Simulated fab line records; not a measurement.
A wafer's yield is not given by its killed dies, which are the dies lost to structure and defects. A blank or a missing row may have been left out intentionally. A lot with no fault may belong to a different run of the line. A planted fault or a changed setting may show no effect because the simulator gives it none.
fab line records    flow nand_harc
record: lots: 7  wafers: 21  last_day: 34
route steps=1302 shown A_ZERO_WELL@403 A_SOURCE_PLATE@413 A_ONON_D1@424 END@1302
lots that met no fault: taken from a fault-free run of the same line
start_h: hours from the record's first day to the start of the lot's first wafer shown    wait_h: hours from the lot's prior step to this one    " unchanged from the row above    L1.1+2: a row that stands for several wafers    - no value, or no start was given    * or withheld: withheld    < > ~ a bound
route shown NAME@n: a module of which the file shows steps, and the number in the route of the first    usual: mean/standard deviation taken from wafers without a fault    same: alike in all rows    chamber/n: place in a boat    sites: each site's reading    _std_site: how widely they spread, as a standard deviation    _edge_site: outer sites' mean less inner sites'    radius_mm: how far each site lies from the wafer's centre    mask NAME#n: copy n    behind: tool/chamber where the wafer was last shaped    hold: the reason the lot was held/the length of the hold in hours/how it ended    device: the n, p or np transistor that did not switch    end of line: tests of these same wafers at the route's end    a step with no rows: only its recipe    killed: dies that structure and defects cost at the first sort, which is not the same as the wafer's yield    map: shows each die of a wafer: x if killed, . if not, _ if none is there
set.NAME: the run value of the setting; set.NAME@STEP: its run value at that earlier step    model.NAME: the simulator's own value behind a step, which no gauge read
a table for each step, a row for each wafer; lots at some steps of the route
services: the hour from which a tool's chamber was out of use, counted from the record's first day as start_h (under 0 if before that day), plus the number of hours and why
== steps ==
step: NHARC_A_ZERO_WELL_DESCUM_12
recipe: time_s: 3  o2_flow_sccm: 200  ar_flow_sccm: 0  bias_power_w: 0  chemistry: O2
usual: drypump_motor_current_A: 5.5/0.33  oes_product_au: 1.007/0.016  rf_vpp_V: 57.7/0.95  showerhead_plenum_p_Torr: 1.90/0.11  throttle_valve_pct: 11.312/0.009
lot.wafer  tool         chamber  start_h  wait_h  drypump_motor_current_A  oes_product_au  rf_hours_counter_h  rf_vpp_V  showerhead_plenum_p_Torr  throttle_valve_pct
L662.2     rie_diel-06  2        180.95   -       5.6                      1.012           1                   57.5      1.79                      11.303
L662.1     "            0        "        "       5.6                      1.028           2                   57.3      1.79                      11.321
L662.5     "            1        "        "       5.1                      0.990           -                   57.9      1.91                      11.324
L664.2     rie_diel-06  3        196.70   -       5.5                      1.019           2                   57.4      2.03                      11.312
L664.1     "            1        "        "       5.1                      0.987           2                   56.3      1.91                      11.313
L664.6     "            3        "        "       5.5                      1.019           -                   59.2      2.03                      11.314
L666.4     rie_diel-12  2        228.66   -       5.1                      1.008           24                  57.1      1.80                      11.314
L666.3     "            1        "        "       5.9                      0.980           24                  58.5      2.03                      11.323
L666.5     "            3        "        "       6.3                      1.012           -                   58.0      2.02                      11.305
L667.1     rie_diel-06  0        233.55   -       5.6                      1.028           3                   58.8      1.79                      11.316
L667.2     "            1        "        "       5.1                      0.995           3                   57.8      1.91                      11.333
L667.6     "            0        "        "       5.6                      1.017           -                   57.3      1.79                      11.307
L668.4     rie_diel-01  3        248.33   -       4.9                      0.989           11                  57.6      1.84                      11.316
L668.1     "            1        "        "       6.0                      0.999           11                  58.4      1.90                      11.300
L668.6     "            3        "        "       5.0                      0.989           -                   57.4      1.84                      11.316
L678.2     rie_diel-06  0        341.59   -       5.6                      1.002           1                   54.8      1.79                      11.322
L678.3     "            1        "        "       5.1                      0.948           1                   57.4      1.91                      11.297
L678.6     "            0        "        "       5.6                      1.002           -                   56.4      1.79                      11.313
L681.2     rie_diel-06  1        372.64   -       5.1                      0.985           2                   58.0      1.91                      11.322
L681.6     "            1        "        "       5.1                      0.978           -                   58.4      1.91                      11.297
L681.4     "            3        "        "       5.5                      1.026           -                   59.7      2.03                      11.304
step: NHARC_A_ZERO_WELL_ETCH_19
recipe: target_depth_a: 800  overetch_a: 240  time_s: 87.88  ion_energy_ev: 200  n2_flow_sccm: 150  h2_flow_sccm: 150  ar_flow_sccm: 0  rf_w: 400  bias_w: 150  chemistry: N2/H2
usual: drypump_motor_current_A: 5.5/0.33  oes_product_au: 1.006/0.017  rf_vpp_V: 430/3.3  showerhead_plenum_p_Torr: 2.02/0.11  throttle_valve_pct: 14.171/0.009
lot.wafer  tool         chamber  start_h  wait_h  drypump_motor_current_A  oes_product_au  rf_hours_counter_h  rf_vpp_V  showerhead_plenum_p_Torr  throttle_valve_pct
L662.2     rie_diel-06  0        181.04   0.1     5.6                      1.018           2                   427       1.90                      14.162
L662.1     "            1        "        "       5.1                      0.997           1                   431       2.03                      14.170
L662.5     "            3        "        "       5.6                      1.024           -                   436       2.17                      14.191
L664.1     rie_diel-06  2        196.77   0.1     5.6                      1.002           2                   428       1.90                      14.181
L664.2     "            0        "        "       5.6                      1.026           2                   426       1.90                      14.154
L664.6     "            2        "        "       5.6                      1.009           -                   426       1.90                      14.181
L666.4     rie_diel-12  3        228.75   0.1     6.3                      0.995           23                  433       2.15                      14.169
L666.3     "            1        "        "       5.9                      0.968           24                  432       2.17                      14.169
L666.5     "            2        "        "       5.0                      1.010           -                   427       1.92                      14.149
L667.1     rie_diel-06  1        233.63   0.1     5.1                      1.000           3                   431       2.03                      14.159
L667.2     "            2        "        "       5.6                      0.997           3                   426       1.90                      14.175
L667.6     "            1        "        "       5.1                      0.999           -                   432       2.03                      14.181
L668.4     rie_diel-01  3        248.43   0.1     5.0                      0.989           11                  429       1.96                      14.164
L668.1     "            0        "        "       5.1                      1.012           11                  435       2.19                      14.170
L668.6     "            3        "        "       5.0                      0.996           -                   427       1.96                      14.178
L678.3     rie_diel-06  1        341.67   0.1     5.1                      0.975           1                   432       2.03                      14.169
L678.2     "            2        "        "       5.6                      1.003           1                   427       1.90                      14.179
L678.6     "            2        "        "       5.6                      1.007           -                   426       1.90                      14.158
L681.2     rie_diel-06  2        372.76   0.1     5.6                      1.007           2                   425       1.90                      14.178
L681.6     "            1        "        "       5.1                      0.980           -                   431       2.03                      14.160
L681.4     "            2        "        "       5.6                      0.997           -                   426       1.90                      14.180
step: NHARC_A_ZERO_WELL_ETCH_13
recipe: target_depth_a: 1200  time_s: 40.1  hbr_flow_sccm: 150  cl2_flow_sccm: 50  rf_w: 400  icp_w: 400  bias_w: 100  chemistry: HBr/Cl2
usual: drypump_motor_current_A: 5.6/0.43  oes_product_au: 0.998/0.014  throttle_valve_pct: 26.406/0.01
lot.wafer  tool       chamber  start_h  wait_h  drypump_motor_current_A  oes_product_au  rf_hours_counter_h  throttle_valve_pct
L662.1     rie_si-05  2        181.15   -       6.4                      0.985           0.2                 26.417
L662.2     "          3        "        "       5.9                      1.029           0.2                 26.389
L662.5     "          3        "        "       5.9                      1.012           -                   26.399
L664.2     rie_si-06  0        196.89   -       5.3                      1.001           0.7                 26.402
L664.1     "          1        "        "       5.7                      0.997           0.8                 26.417
L664.6     "          0        "        "       5.3                      0.995           -                   26.402
L666.4     rie_si-06  2        228.86   -       5.6                      1.004           1.0                 26.401
L666.3     "          1        "        "       5.7                      1.013           1.1                 26.416
L666.5     "          3        "        "       6.1                      1.002           -                   26.396
L667.1     rie_si-03  3        233.76   -       5.4                      0.996           0.0                 26.404
L667.2     "          0        "        "       5.6                      1.010           0.0                 26.398
L667.6     "          3        "        "       5.4                      0.988           -                   26.406
L668.1     rie_si-03  2        248.55   -       5.2                      0.974           0.1                 26.409
L668.4     "          3        "        "       5.4                      0.975           0.1                 26.422
L668.6     "          2        "        "       5.2                      0.978           -                   26.416
L678.2     rie_si-06  2        341.79   -       5.6                      0.977           0.5                 26.405
L678.3     "          0        "        "       5.3                      0.989           0.5                 26.407
L678.6     "          2        "        "       5.6                      0.977           -                   26.418
L681.4     rie_si-06  1        372.87   -       5.6                      1.020           0.6                 26.389
L681.2     "          0        "        "       5.3                      0.993           0.7                 26.405
L681.6     "          2        "        "       5.6                      0.986           -                   26.383
step: NHARC_A_ZERO_WELL_STRIP_14
recipe: time_s: 900  temp_c: 130  chemistry: SPM
step: NHARC_A_ZERO_WELL_IMPLANT_15
recipe: energy_kev: 150  dose_cm2: 1e+13  tilt_deg: 7
step: NHARC_A_ZERO_WELL_PRECLEAN_22
recipe: time_s: 60  temp_c: 50  bath_age_min: 0  chemistry: SC1
step: NHARC_A_ZERO_WELL_SRD_23
step: NHARC_A_ZERO_WELL_RTA_16
recipe: temp_c: 1000  time_s: 10
usual: lamp_power_pct: 34.8/2.7  lamp_zone_2_pct: 34.8/2.7  wafer_temp_C_max: 1005.9/1.4
lot.wafer  tool           chamber  start_h  wait_h  lamp_power_pct  lamp_zone_2_pct  wafer_temp_C_max
L662.1     rtp_anneal-01  0        182.06   -       30.9            31.0             1005.0
L662.2     "              0        "        "       31.0            31.0             1007.0
L662.5     "              0        "        "       31.0            31.0             1008.6
L664.1     rtp_anneal-02  0        197.80   -       36.7            36.7             1006.8
L664.2     "              0        "        "       36.7            36.8             1004.4
L664.6     "              0        "        "       36.7            36.7             1007.2
L666.3     rtp_anneal-02  0        229.86   0.2     36.7            36.7             1006.7
L666.4     "              0        "        "       36.8            36.7             1004.6
L666.5     "              0        "        "       36.8            36.8             1006.3
L667.1     rtp_anneal-01  0        234.75   0.1     31.0            31.0             1007.2
L667.2     "              0        "        "       31.0            31.0             1007.8
L667.6     "              0        "        "       31.1            31.0             1006.0
L668.1     rtp_anneal-02  0        249.44   -       36.7            36.7             1006.5
L668.4     "              0        "        "       36.7            36.7             1006.5
L668.6     "              0        "        "       36.8            36.6             1004.3
L678.2     rtp_anneal-02  0        342.72   -       36.7            36.7             1005.0
L678.3     "              0        "        "       36.7            36.8             1007.5
L678.6     "              0        "        "       36.7            36.7             1005.7
L681.2     rtp_anneal-02  0        373.87   -       36.7            36.7             1006.1
L681.4     "              0        "        "       36.7            36.6             1006.4
L681.6     "              0        "        "       36.7            36.8             1005.2
step: NHARC_A_ZERO_WELL_INSPECT_17
usual: raw_defect_count: 9/4.7
lot.wafer  tool               chamber  start_h  wait_h  raw_defect_count
L662.1     defect_inspect-01  -        182.25   0.2     11
L662.2     "                  -        "        "       7
L662.5     "                  -        "        "       15
L664.1     defect_inspect-02  -        198.00   0.2     6
L664.2     "                  -        "        "       4
L664.6     "                  -        "        "       10
L666.3     defect_inspect-01  -        230.00   0.1     2
L666.4     "                  -        "        "       4
L666.5     "                  -        "        "       3
L667.1     defect_inspect-01  -        234.95   0.2     28
L667.2     "                  -        "        "       26
L667.6     "                  -        "        "       13
L668.1     defect_inspect-01  -        249.64   0.2     6
L668.4     "                  -        "        "       12
L668.6     "                  -        "        "       11
L678.2     defect_inspect-02  -        342.89   0.1     10
L678.3     "                  -        "        "       8
L678.6     "                  -        "        "       9
L681.2     defect_inspect-02  -        374.04   0.1     9
L681.4     "                  -        "        "       4
L681.6     "                  -        "        "       8
step: NHARC_A_SOURCE_PLATE_PRECLEAN_00
recipe: time_s: 60  chemistry: HF-LAST
step: NHARC_A_SOURCE_PLATE_SRD_01
step: NHARC_A_SOURCE_PLATE_OXIDE_02
recipe: target_thk_a: 100  temp_c: 900  ox_time_s: 1362  material: SiO2
usual: spike_tc_top_C: 909.5/2.6
lot.wafer  tool        chamber  start_h  wait_h  spike_tc_top_C
L662.1     furnace-04  0        185.32   -       908.4
L662.2     "           0        "        "       908.4
L662.5     "           0        "        "       908.0
L664.1     furnace-01  0        199.29   -       915.3
L664.2     "           0        "        "       913.5
L664.6     "           0        "        "       913.4
L666.3     furnace-04  0        234.43   -       907.3
L666.4     "           0        "        "       904.8
L666.5     "           0        "        "       908.3
L667.1     furnace-04  0        238.10   -       908.2
L667.2     "           0        "        "       907.2
L667.6     "           0        "        "       907.7
L668.1     furnace-04  0        254.17   -       906.5
L668.4     "           0        "        "       907.8
L668.6     "           0        "        "       907.4
L678.2     furnace-04  0        347.25   -       905.8
L678.3     "           0        "        "       906.5
L678.6     "           0        "        "       908.5
L681.2     furnace-01  0        377.17   -       913.8
L681.4     "           0        "        "       913.6
L681.6     "           0        "        "       914.2
step: NHARC_A_SOURCE_PLATE_THK_MEAS_09
recipe: thk_meas_gauge: ellipsometry
usual: thk_nm: 9.7/1
lot.wafer  tool           chamber  start_h  wait_h  thk_nm
L662.1     film_metro-01  -        189.38   0.4     9.8
L662.2     "              -        "        "       10.4
L662.5     "              -        "        "       12.3
L664.1     film_metro-01  -        203.33   0.4     8.4
L664.2     "              -        "        "       11.1
L664.6     "              -        "        "       9.2
L666.3     film_metro-02  -        238.46   0.4     11.4
L666.4     "              -        "        "       11.6
L666.5     "              -        "        "       10.3
L667.1     film_metro-01  -        242.11   0.4     11.0
L667.2     "              -        "        "       8.6
L667.6     "              -        "        "       10.0
L668.1     film_metro-02  -        258.23   0.4     9.0
L668.4     "              -        "        "       10.8
L668.6     "              -        "        "       10.4
L678.2     film_metro-01  -        351.31   0.4     9.9
L678.3     "              -        "        "       8.7
L678.6     "              -        "        "       9.6
L681.2     film_metro-01  -        381.23   0.4     10.3
L681.4     "              -        "        "       9.4
L681.6     "              -        "        "       9.2
step: NHARC_A_SOURCE_PLATE_PVD_04
recipe: target_thk_a: 500  material: WSi2
step: NHARC_A_SOURCE_PLATE_CVD_03
recipe: target_thk_a: 2000  temp_c: 620  pressure_mtorr: 200  time_s: 4000  material: poly-Si
step: NHARC_A_SOURCE_PLATE_ANNEAL_05
recipe: temp_c: 850  time_s: 1800
step: NHARC_A_SOURCE_PLATE_THK_MEAS_06
recipe: thk_meas_gauge: ellipsometry
usual: thk_nm: 199.9/2.2
lot.wafer  tool           chamber  start_h  wait_h  thk_nm
L662.1     film_metro-01  -        202.34   0.4     202.1
L662.2     "              -        "        "       203.7
L662.5     "              -        "        "       201.7
L664.1     film_metro-02  -        215.75   0.4     203.4
L664.2     "              -        "        "       201.3
L664.6     "              -        "        "       200.7
L666.3     film_metro-02  -        251.28   0.4     201.2
L666.4     "              -        "        "       203.4
L666.5     "              -        "        "       201.8
L667.1     film_metro-02  -        257.41   0.4     202.5
L667.2     "              -        "        "       198.4
L667.6     "              -        "        "       201.4
L668.1     film_metro-01  -        271.19   0.4     198.2
L668.4     "              -        "        "       200.6
L668.6     "              -        "        "       197.1
L678.2     film_metro-01  -        365.47   0.4     199.1
L678.3     "              -        "        "       196.7
L678.6     "              -        "        "       197.9
L681.2     film_metro-02  -        393.72   0.4     200.7
L681.4     "              -        "        "       201.2
L681.6     "              -        "        "       200.6
step: NHARC_A_SOURCE_PLATE_INSPECT_08
usual: raw_defect_count: 59/23
lot.wafer  tool               chamber  start_h  wait_h  raw_defect_count
L662.1     defect_inspect-02  -        202.45   0.0     50
L662.2     "                  -        "        "       62
L662.5     "                  -        "        "       64
L664.1     defect_inspect-02  -        215.81   0.0     46
L664.2     "                  -        "        "       22
L664.6     "                  -        "        "       65
L666.3     defect_inspect-01  -        251.39   0.0     599
L666.4     "                  -        "        "       561
L666.5     "                  -        "        "       615
L667.1     defect_inspect-01  -        257.51   0.0     629
L667.2     "                  -        "        "       622
L667.6     "                  -        "        "       565
L668.1     defect_inspect-02  -        271.25   0.0     569
L668.4     "                  -        "        "       581
L668.6     "                  -        "        "       554
L678.2     defect_inspect-02  -        365.56   0.0     46
L678.3     "                  -        "        "       35
L678.6     "                  -        "        "       22
L681.2     defect_inspect-01  -        393.78   0.0     39
L681.4     "                  -        "        "       60
L681.6     "                  -        "        "       70
step: NHARC_A_ONON_D1_DEP_00
recipe: target_thk_a: 10000  n2_flow_sccm: 2750  n2o_flow_sccm: 2000  nh3_flow_sccm: 500  sih4_flow_sccm: 210  temp_c: 400
step: NHARC_END_SORT_01
recipe: temp_c: 25
usual: killed_at_array: 57/21  killed_at_other: 0.9/1.2  killed_at_periphery: 4.2/2.9  killed_dies: 62/21  killed_open: 3.2/1.8  killed_short: 2.4/1.5
same: gross_dies: 677
lot.wafer  tool       chamber  start_h  wait_h  killed_at_array  killed_at_other  killed_at_periphery  killed_dies  killed_open  killed_short
L664.1     prober-02  0        610.54   2.5     77               1                3                    81           2            1
L664.2     prober-02  0        611.35   2.8     89               3                1                    93           3            2
L664.6     prober-02  0        614.56   4.0     101              1                3                    105          4            4
L666.3     prober-02  0        648.93   3.1     384              0                5                    389          1            2
L666.4     prober-02  0        649.72   3.3     352              1                4                    357          1            0
L666.5     prober-02  0        650.51   3.6     368              0                6                    374          1            1
L667.1     prober-02  0        658.39   2.5     418              2                3                    423          1            1
L667.2     prober-02  0        659.19   2.8     401              1                1                    403          0            2
L667.6     prober-02  0        662.40   4.0     380              0                1                    381          1            1
L668.1     prober-01  0        674.46   2.5     393              0                3                    396          3            1
L668.4     prober-01  0        676.85   3.4     391              2                1                    394          3            1
L668.6     prober-01  0        678.44   4.0     382              0                3                    385          1            0
killed by level:class
L664.1 A_CHANNEL_HOLE_D1:chamber_film_flake=26 A_CHANNEL_HOLE_D2:chamber_film_flake=20 A_SLIT:chamber_film_flake=20 A_CHANNEL_FILL_D2:chamber_film_flake=4 A_CONTACT:chamber_film_flake=2 A_CHANNEL_FILL_D2:geometric_particle:open=1 A_WL_FILL:geometric_particle:short=1 A_WL_FILL:geometric_particle:open=1
L664.2 A_CHANNEL_HOLE_D2:chamber_film_flake=29 A_SLIT:chamber_film_flake=24 A_CHANNEL_HOLE_D1:chamber_film_flake=23 A_CONTACT:chamber_film_flake=4 A_WL_FILL:chamber_film_flake=3 THIN_TSV:chamber_film_flake=3 A_STAIRCASE:chamber_film_flake=2 P_GATE:geometric_particle:open=1
L664.6 A_CHANNEL_HOLE_D1:chamber_film_flake=30 A_SLIT:chamber_film_flake=29 A_CHANNEL_HOLE_D2:chamber_film_flake=28 A_CONTACT:chamber_film_flake=4 A_WL_FILL:chamber_film_flake=2 P_M2:geometric_particle:open=1 A_CHANNEL_HOLE_D1:geometric_particle:short=1 A_CHANNEL_FILL_D1:geometric_particle:short=1
L666.3 A_SOURCE_PLATE:unspecified=356 A_CHANNEL_HOLE_D2:chamber_film_flake=11 P_CONTACT:chamber_film_flake=3 A_CHANNEL_HOLE_D1:chamber_film_flake=3 A_WL_FILL:chamber_film_flake=3 A_ONON_D2:geometric_particle:short=2 A_SLIT:chamber_film_flake=2 A_CONTACT:chamber_film_flake=2
L666.4 A_SOURCE_PLATE:unspecified=327 A_CHANNEL_HOLE_D2:chamber_film_flake=6 A_CONTACT:chamber_film_flake=5 A_SLIT:chamber_film_flake=4 A_CHANNEL_HOLE_D1:chamber_film_flake=4 P_CONTACT:chamber_film_flake=3 A_CHANNEL_FILL_D1:chamber_film_flake=2 A_STAIRCASE:chamber_film_flake=2
L666.5 A_SOURCE_PLATE:unspecified=345 A_CHANNEL_HOLE_D2:chamber_film_flake=12 P_CONTACT:chamber_film_flake=3 A_SLIT:chamber_film_flake=3 A_WL_FILL:chamber_film_flake=3 A_CHANNEL_HOLE_D1:chamber_film_flake=2 A_STAIRCASE:chamber_film_flake=2 P_M0:geometric_particle:short=1
L667.1 A_SOURCE_PLATE:unspecified=356 A_SLIT:chamber_film_flake=23 A_CHANNEL_HOLE_D1:chamber_film_flake=20 A_CHANNEL_HOLE_D2:chamber_film_flake=10 A_M1:chamber_film_flake=2 A_BLC:chamber_film_flake=2 A_CONTACT:chamber_film_flake=2 THIN_TSV:chamber_film_flake=2
L667.2 A_SOURCE_PLATE:unspecified=340 A_CHANNEL_HOLE_D1:chamber_film_flake=24 A_SLIT:chamber_film_flake=21 A_CHANNEL_HOLE_D2:chamber_film_flake=10 A_CHANNEL_HOLE_D1:geometric_particle:short=1 A_ONON_D2:geometric_particle:short=1 P_GATE:chamber_film_flake=1 A_ZERO_WELL:chamber_film_flake=1
L667.6 A_SOURCE_PLATE:unspecified=323 A_SLIT:chamber_film_flake=24 A_CHANNEL_HOLE_D1:chamber_film_flake=20 A_STAIRCASE:chamber_film_flake=3 A_M1:chamber_film_flake=3 A_CHANNEL_FILL_D2:chamber_film_flake=2 A_CHANNEL_HOLE_D2:chamber_film_flake=2 A_ONON_D1:geometric_particle:open=1
L668.1 A_SOURCE_PLATE:unspecified=332 A_SLIT:chamber_film_flake=22 A_CHANNEL_HOLE_D1:chamber_film_flake=22 A_CONTACT:chamber_film_flake=8 A_STAIRCASE:chamber_film_flake=4 A_DECK1_JOINT:chamber_film_flake=2 P_CONTACT:geometric_particle:open=1 P_M0:geometric_particle:short=1
L668.4 A_SOURCE_PLATE:unspecified=335 A_CHANNEL_HOLE_D1:chamber_film_flake=22 A_SLIT:chamber_film_flake=18 A_CHANNEL_FILL_D2:chamber_film_flake=5 A_STAIRCASE:chamber_film_flake=3 A_CONTACT:chamber_film_flake=3 A_WL_FILL:chamber_film_flake=2 P_CONTACT:geometric_particle:open=1
L668.6 A_SOURCE_PLATE:unspecified=331 A_SLIT:chamber_film_flake=25 A_CHANNEL_HOLE_D1:chamber_film_flake=23 P_GATE:chamber_film_flake=2 A_CONTACT:chamber_film_flake=2 P_CONTACT:geometric_particle:open=1 A_CHANNEL_FILL_D2:chamber_film_flake=1
map L666.3 (x killed, . not)
____________x____________
_________..xx.xx_________
_______xxxxxxx.xxx_______
______x..xxxxx.....______
_____xxx.xxxxxxx.x.x_____
____..x.....xxx..xx.x____
____xxxx......xxxx.xx____
___xx.x.x.xxx...xx.xxx___
___.x...x.x...xx.xxxxx___
__xxx.xx.x.xx..xx..x.xx__
__.xxx.xx.xxxxx.x.xx.xx__
_xxxxx...x.xxx.x...x...._
_.x..xxx....x..x.xx.x..._
_xx..xx.x.xx..xxx.x.xxx._
_x...xxxxx...xx.x.x.xxx._
_.xx.xx.x....xx..xxxx.xx_
xxxxxx.xxxx.x...x.xx...xx
.x.xx...xxxx..xxxxx...xxx
x.x.x.x..xx.xxx.xx...xxx.
..xxxxx..x.xx.x.x.xx.xx.x
..xxxx..x.xxxx...x.xxx.xx
_xxxx.xxxx.x..x....xx..._
_.xxxxxx.xx.x.xx..xx.xx._
_xxxxxxxxxx.xx..xxx....x_
_xxx...x.xxx..x....xxxx._
_xxx...xxxx..xxxx.xxxx.._
__.xx..xxxxx.x..xxxx..x__
__xx.xxxxxx........x..x__
___xxx..xxx.xxxxx.x..x___
___..x..x.xxxxx.x..x.x___
____....xx....x.xx.x.____
____xxxxxx..x.x.x.x.x____
_____x.x.xx.x..xx.x._____
______..xx.x.xxx.x.______
_______.....xx.x.x_______
_________......x_________
____________x____________
map L667.1 (x killed, . not)
____________x____________
_________xxxx.x._________
_______xx.x..xx.x._______
______xxx.x.xx.xxxx______
_____xxxx....x.x.x.._____
____xxx..xx..xxx..x..____
____xxxx....xx...xxxx____
___.xx.xxx..xxxxx.x.xx___
___x..xx.xxxx.xx....xx___
__x.xx.x.xx.x.x.x.xx..x__
__.xx..xxx..x.xxx.x.xxx__
_xx.xx....xxxxxxx.xxxx.._
_.x.x.x.xxxxx.....x..x.._
_.xxxxxx..xxx..x.x...xx._
_....xxx..xxx.x..x.xxxxx_
_x..xx.xxxxxxxx..xxxxxx._
..x.x.xx..xxxx.xxxxx.x..x
xx.xxx..xxxxx.x..x..xx.x.
x..x..x.x...xxx.x..xxx..x
.xxx.xxx.xxxxxx...x..xxxx
x.xxxx....xx..xx.xxxx.x..
_xxxxxx.xxx..xxxx.xx..xx_
_x.xxxx.x..x...xx.xxx..._
_xxxxxxxxx.xxx..x..x.x.._
_xxxxxxxxxxx.xxx..xx.x.x_
_xxxxxxxxxxxxxxxx.xx..x._
__xxxxxxxxxxxxx.xxx.xxx__
__.xxxx.xxxxxxx.....xxx__
___...xxxxxx.xx.x.x.xx___
___..x...xxxxx..xxx.x.___
____x.xxx.x.xxx...xx.____
____.x..xx..x..xx.x.x____
_____xx.x.xxx.xx...x_____
______xx..xxx.xxx.x______
_______x.x..xxx.xx_______
_________xxx..xx_________
____________x____________
== services ==
tool           chamber  start_h  hours  kind
rie_diel-06    0        163.70   -      clean
rie_diel-06    1        163.70   -      clean
rie_diel-06    2        163.70   -      clean
rie_diel-06    3        163.70   -      clean
rie_diel-06    0        188.20   -      clean
rie_diel-06    1        188.20   -      clean
rie_diel-01    1        188.66   4.4    repair
rie_si-05      -        203.44   1.6    repair
rie_diel-01    -        203.83   9.0    pm
furnace-01     -        208.21   26.0   pm
rie_si-03      -        221.00   9.0    pm
rie_si-06      -        249.00   9.0    pm
rie_si-05      3        261.04   7.3    repair
rie_diel-12    -        268.41   9.0    pm
rie_diel-06    -        277.15   0.7    repair
rie_diel-06    3        282.90   1.3    repair
rie_diel-01    2        304.26   1.8    repair
rie_si-05      -        305.00   9.0    pm
rie_diel-06    -        307.21   9.0    pm
rie_diel-06    3        343.97   6.9    repair
rie_diel-01    0        358.28   6.1    repair
rie_diel-06    0        368.00   7.5    repair
rtp_anneal-01  -        372.17   12.0   pm
rie_si-03      2        375.10   3.7    repair
== key ==
first_sign: step: NHARC_A_SOURCE_PLATE_INSPECT_08  reading: raw_defect_count  direction: up  sigmas: 23  usual: 59  struck: 588
effect: step: NHARC_END_SORT_01  reading: killed_at_array  direction: up  sigmas: 16  usual: 57  struck: 385
more_kills_born_at: NHARC_A_SOURCE_PLATE_OXIDE_02@furnace-04: 3045
met_at NHARC_A_SOURCE_PLATE_OXIDE_02
struck_wafers L666.3,L666.4,L666.5,L667.1,L667.2,L667.6,L668.1,L668.4,L668.6
tester_left_out L666,L667,L668
fault: kind: chamber_particle_source  tool: furnace-04  chamber: -  onset_h: 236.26  steps: NHARC_A_SOURCE_PLATE_OXIDE_02  rate_per_visit_cm2: 0.81965  end_h: 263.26
tester_left_out: of these lots the tester's yield and bins aren't shown, on N5 and GAA mostly nor the transistor test; their killed dies are dies lost to structure and defects alone, not to doping, threshold or leakage, so they don't give the yield
